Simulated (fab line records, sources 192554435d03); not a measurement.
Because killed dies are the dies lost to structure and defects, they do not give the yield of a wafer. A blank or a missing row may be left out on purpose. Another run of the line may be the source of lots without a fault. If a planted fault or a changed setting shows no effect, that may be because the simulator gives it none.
Matching of chambers ; flow n5Finfet ; 4 sister chambers for N5_HKMG_FIN_ETCH_54 on rieDiel-03
The step etches SiARC in CF4, target depth 45.5 nm, time 75.8 s. 4 wafers are shown with their chamber, then 10 later ones without.

## WAFERS PAIRED WITH THEIR CHAMBERS
wafer;chamber;showerheadPlenumPTorr (Torr)
L083.4;0;2.07
L087.1;3;2.25
L089.1;2;2.06
L089.3;1;2.27

## WAFERS WITHOUT THEIR CHAMBER
wafer;showerheadPlenumPTorr (Torr)
L089.4;2.07
L091.1;2.07
L091.2;2.06
L091.4;2.25
L095.1;2.27
L095.3;2.06
L095.5;2.27
L097.1;2.06
L097.3;2.05
L097.5;2.05

## EACH ONE'S CHAMBER
wafer;from the rows above;in truth
L089.4;0;0
L091.1;0;0
L091.2;2;2
L091.4;3;3
L095.1;1;1
L095.3;2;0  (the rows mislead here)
L095.5;1;1
L097.1;2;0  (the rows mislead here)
L097.3;2;2
L097.5;2;2
Correct placement for 8 of the 10. Number that these rows cannot place: 0. 2 placed wrongly.
How it was worked out, from the rows above alone: a wafer's distance from a chamber is the root of the sum, over the readings, of the square of ((its reading less the chamber's mean) divided by the reading's scatter). If the next closest chamber is less than 2 further off than the closest, the wafer can't be placed; otherwise it belongs to the closest. The mean given for a chamber averages the wafers shown for that chamber. The scatter: root of mean squared gap, hidden wafer to nearest shown wafer, with one shown wafer a chamber.
